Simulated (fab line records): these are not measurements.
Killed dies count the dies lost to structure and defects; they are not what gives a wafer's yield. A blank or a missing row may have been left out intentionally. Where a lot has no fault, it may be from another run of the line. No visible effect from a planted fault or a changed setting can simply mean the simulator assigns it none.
Split-lot study | flow n5Finfet | 21 wafers read across 7 lots, on a route 1938 steps long

THE SPLIT
At N5_BEOL_M8_PECVD_70 (deposits SiO2 from TEOS/O2, target thk 20 nm, time 22.7 s), the setting tempC was moved away from the recipe's 400 C on 8 of the 21 wafers read, by -3.3% to +3.5%. This setting was run at the recipe's value on the other wafers.

Reading taken at the split's own step.

THE READING
SiO2_of_BEOL_M8_PECVD_70.thkNm (the simulator's own value, which no gauge read), in nm, at N5_BEOL_M8_PECVD_70 (deposits SiO2 from TEOS/O2, target thk 20 nm, time 22.7 s). The file gives no usual value for it. The 13 wafers here that ran the recipe average 20.1 nm, standard deviation 0.29 nm.

wafer  | tool, chamber at the split | tempC as run, C | against the recipe | SiO2_of_BEOL_M8_PECVD_70.thkNm, nm | against lot-mates on the recipe
L079.3 | pecvd-04, 1                | 400             | recipe             | 19.8                               | -
L079.5 | pecvd-04, 2                | 400             | recipe             | 20.2                               | -
L079.6 | pecvd-04, 1                | 400             | recipe             | 20.4                               | -
L085.2 | pecvd-04, 0                | 400             | recipe             | 20.2                               | -
L085.5 | pecvd-04, 0                | 400             | recipe             | 20.2                               | -
L085.6 | pecvd-04, 1                | 400             | recipe             | 20                                 | -
L084.1 | pecvd-02, 2                | 400             | recipe             | 19.6                               | -
L084.2 | pecvd-02, 1                | 414.2           | +3.5%              | 17.8                               | -1.8
L084.6 | pecvd-02, 2                | 414.2           | +3.5%              | 18.4                               | -1.2
L091.1 | pecvd-02, 2                | 386.9           | -3.3%              | 21.8                               | +1.8
L091.4 | pecvd-02, 0,1              | 400             | recipe             | 20                                 | -
L091.5 | pecvd-02, 0,1              | 400             | recipe             | 20                                 | -
L092.3 | pecvd-04, 0                | 411.1           | +2.8%              | 18.8                               | -1.8
L092.4 | pecvd-04, 1,2              | 400             | recipe             | 20.6                               | -
L092.5 | pecvd-04, 1,2              | 400             | recipe             | 20.6                               | -
L096.2 | pecvd-04, 0                | 400             | recipe             | 20.2                               | -
L096.3 | pecvd-04, 1                | 412.1           | +3.0%              | 18.6                               | -1.6
L096.4 | pecvd-04, 2                | 412.1           | +3.0%              | 18.8                               | -1.4
L097.1 | pecvd-01, 1                | 400             | recipe             | 19.8                               | -
L097.2 | pecvd-01, 2                | 406.7           | +1.7%              | 19.2                               | -0.6
L097.4 | pecvd-01, 0                | 406.7           | +1.7%              | 19                                 | -0.8
Where a row lists several chambers, the file gives one row for several wafers and doesn't say which wafer went through which chamber.

FIT RESULTS
A straight line over all 21 wafers: SiO2_of_BEOL_M8_PECVD_70.thkNm changes by -0.524 nm for each +1% of tempC; r = -0.96; the points scatter about the line by 0.28 nm.
The same after taking each lot's own level away (the mean of its wafers on the recipe; 21 wafers): -0.494 nm for each +1%; r = -0.97; scatter 0.21 nm.
According to that fit, moving tempC by its largest amount changes the reading by 1.8 nm.
The lots' own levels span 19.60 to 20.60 nm, that is 3.5 times the standard deviation above.
The two slopes agree, so the slope changes little with the lot-to-lot level.
Check: -1.71 nm against its lot-mates is what the line predicts for one of the wafers moved furthest among these (+3.5%) when that wafer is left out of the fit. It came out at -1.8 nm against them.

OTHER SPLITS ON THESE WAFERS
Note: prior to the reading, these wafers also went through further splits. Each is held against what the fit with the lots' levels taken away leaves over:
other split on the same wafers  | wafers away from the commonest value | r with SiO2_of_BEOL_M8_PECVD_70.thkNm (lot level and that fit taken away)
N5_BEOL_M4_DESCUM_16 timeS      | 3                                    | -0.15
N5_BEOL_M5_SPUTTER_81 timeS     | 9                                    | +0.03
N5_BEOL_M6_ETCH_66 biasW        | 6                                    | -0.13
N5_BEOL_M6_ETCH_41 timeS        | 8                                    | +0.14
N5_BEOL_M7_TRENCH_ETCH_37 timeS | 8                                    | +0.23
N5_BEOL_M7_ETCH_41 sourceW      | 7                                    | +0.37

THE FILE'S OWN FIT
SiO2_of_BEOL_M8_PECVD_70.thkNm changes by -0.51 nm for each +1% of tempC, r = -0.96.
